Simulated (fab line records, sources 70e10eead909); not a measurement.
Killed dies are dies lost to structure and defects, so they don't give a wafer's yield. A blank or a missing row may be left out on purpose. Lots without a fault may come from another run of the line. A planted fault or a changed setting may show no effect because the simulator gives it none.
Chamber matching | flow nand_harc | NHARC_P_M0_CMP_23 on cmp-03: 4 sister chambers
The step polishes, t overpolish 20 s, target thk 117.53 nm. 16 wafers are shown with their chamber, then 8 later ones without.

WAFERS WITH THEIR CHAMBER
wafer  | chamber | motor_current_A (A) | time_to_endpoint_s (s)
L316.3 | 3       | 12.7                | 28.4
L316.5 | 2       | 13.1                | 30.5
L316.6 | 3       | 13.0                | 27.2
L318.2 | 1       | 14.5                | 27.5
L318.5 | 1       | 15.3                | 28.5
L318.6 | 2       | 12.7                | 27.9
L319.2 | 0       | 11.2                | 30.3
L319.3 | 3       | 13.0                | 25.1
L319.5 | 0       | 11.1                | 29.3
L322.2 | 0       | 11.6                | 26.0
L322.4 | 3       | 13.4                | 28.5
L322.5 | 3       | 13.0                | 27.0
L335.1 | 2       | 12.8                | 27.0
L335.4 | 3       | 12.9                | 25.5
L335.5 | 3       | 13.0                | 25.7
L336.2 | 2       | 12.5                | 30.5

SIGNATURES (means of the wafers above)
reading            | chamber 0 | chamber 1 | chamber 2 | chamber 3 | scatter within a chamber
motor_current_A    | 11.300    | 14.900    | 12.775    | 13.000    | 0.275
time_to_endpoint_s | 28.533    | 28.000    | 28.975    | 26.771    | 1.63
Rule: a wafer's distance from a chamber is the root of the sum, over the readings, of the square of ((its reading less the chamber's mean) divided by the reading's scatter). The wafer belongs to the nearest chamber; if the next one is less than 2 further off, it can't be placed. The scatter: the root of (the sum of the squares of (reading less its chamber's mean) over the shown wafers, divided by (wafers less chambers)).

WAFERS WITHOUT THEIR CHAMBER
wafer  | motor_current_A (A) | time_to_endpoint_s (s)
L336.4 | 14.5                | 29.7
L336.6 | 12.8                | 27.9
L337.2 | 15.2                | 25.8
L337.5 | 11.1                | 27.9
L337.6 | 15.0                | 24.8
L338.1 | 14.4                | 30.4
L338.5 | 14.3                | 28.9
L338.6 | 13.1                | 30.3

WHICH CHAMBER EACH WENT THROUGH
wafer  | from the rows above     | in truth
L336.4 | 1                       | 1
L336.6 | can't be placed: 2 or 3 | 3
L337.2 | 1                       | 1
L337.5 | 0                       | 0
L337.6 | 1                       | 1
L338.1 | 1                       | 1
L338.5 | 1                       | 1
L338.6 | can't be placed: 2 or 3 | 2
Placed correctly: 6 of 8. Can't be placed from these rows: 2 (the true chamber is among the candidates in 2). Placed wrongly: 0.
